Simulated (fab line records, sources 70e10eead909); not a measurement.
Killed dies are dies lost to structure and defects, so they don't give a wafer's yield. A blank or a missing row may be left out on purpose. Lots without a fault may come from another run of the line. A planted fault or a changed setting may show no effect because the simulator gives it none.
Problem report in the 8D (eight disciplines) form, filled by code | flow nand_harc | the parts of the form that need people (team, actions taken, sign-off) are left out

1. THE PROBLEM
cd_nm at NHARC_P_M0_CD_MEAS_09 reads a mean of 86.0 nm on 6 wafers of 2 lots; wafers without a fault read 89.8 nm with a standard deviation of 0.54. That is -6.9 standard deviations from the usual mean.
The step: target cd 90 nm.
First seen on wafer L673.2, day 9 00:07, on cd_sem-02. The record holds 33 wafers of 11 lots with a number at this step. Rule for "out", or "out of limits": more than 4 standard deviations from the usual mean. The other wafers with a number count as sound.

2. WHAT IT IS AND WHAT IT IS NOT
question                    | is                     | is not
which readings at this step | cd_nm                  | -
which lots                  | L673, L676             | L666, L667, L669, L672, L679, L682, L683, L684, L688
which wafers of those lots  | all that have a number | -
read on which gauges        | cd_sem-01, cd_sem-02   | cd_sem-03
when                        | from day 9 00:07       | up to then (12 sound wafers); but 15 sound wafers of L679, L682, L683, L684, L688 came after

3. SUSPECTS, AND WHAT RULES EACH OUT
Counting: a tool at a process step up to the reading stays a suspect if it ran every lot that is out and no sound lot after the first of them.
- the gauge at NHARC_P_M0_CD_MEAS_09: ruled out. The wafers that are out were read on 2 gauges (cd_sem-01, cd_sem-02).
- litho_track-06 at NHARC_P_M0_PEB_07 (peb time 65 s): ruled out as a lasting fault. Sound lots L682, L683, L684, L688 ran on it after its first lot that is out, L673 (day 9 00:02).
Left after counting: nothing in the record.

4. THE CAUSE (what the simulator had put in)
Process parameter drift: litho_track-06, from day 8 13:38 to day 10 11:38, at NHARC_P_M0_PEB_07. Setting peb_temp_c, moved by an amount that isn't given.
Counting ruled it out, wrongly: the rule takes a fault to strike every lot that its tool runs from its start on, and this one did not.

5. THE CHAIN OF EFFECTS, in route order
Each row: a reading whose mean over the struck wafers that have a number lies more than 3 standard deviations from the usual. Only readings for which the record gives a usual standard deviation are gone through. hours: the time from each lot's start at the first step in this table that gives one to its start at this step, as a median over the lots. sigmas: the change in usual standard deviations.
hours | step                  | reading              | usual    | on struck wafers | change | sigmas
0     | NHARC_P_M0_PEB_07     | heater_power_total_W | 156.6 W  | 154.6            | -2.0   | -5.2
0     | NHARC_P_M0_PEB_07     | plate_temp_C         | 100.01 C | 99.17            | -0.84  | -6.0
0     | NHARC_P_M0_CD_MEAS_09 | cd_nm                | 89.8 nm  | 86.0             | -3.8   | -6.9
The process steps in it:
- NHARC_P_M0_PEB_07: peb time 65 s.

6. WHAT WOULD HAVE CAUGHT IT SOONER
In this record the first reading out of limits at a measuring or inspecting step was taken at day 9 00:07, 10 hours after the fault began at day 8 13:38.
The tool's own readings at NHARC_P_M0_PEB_07 were out on every struck wafer that the step has a row for (plate_temp_C): an alarm limit on them would have fired on the first of those.
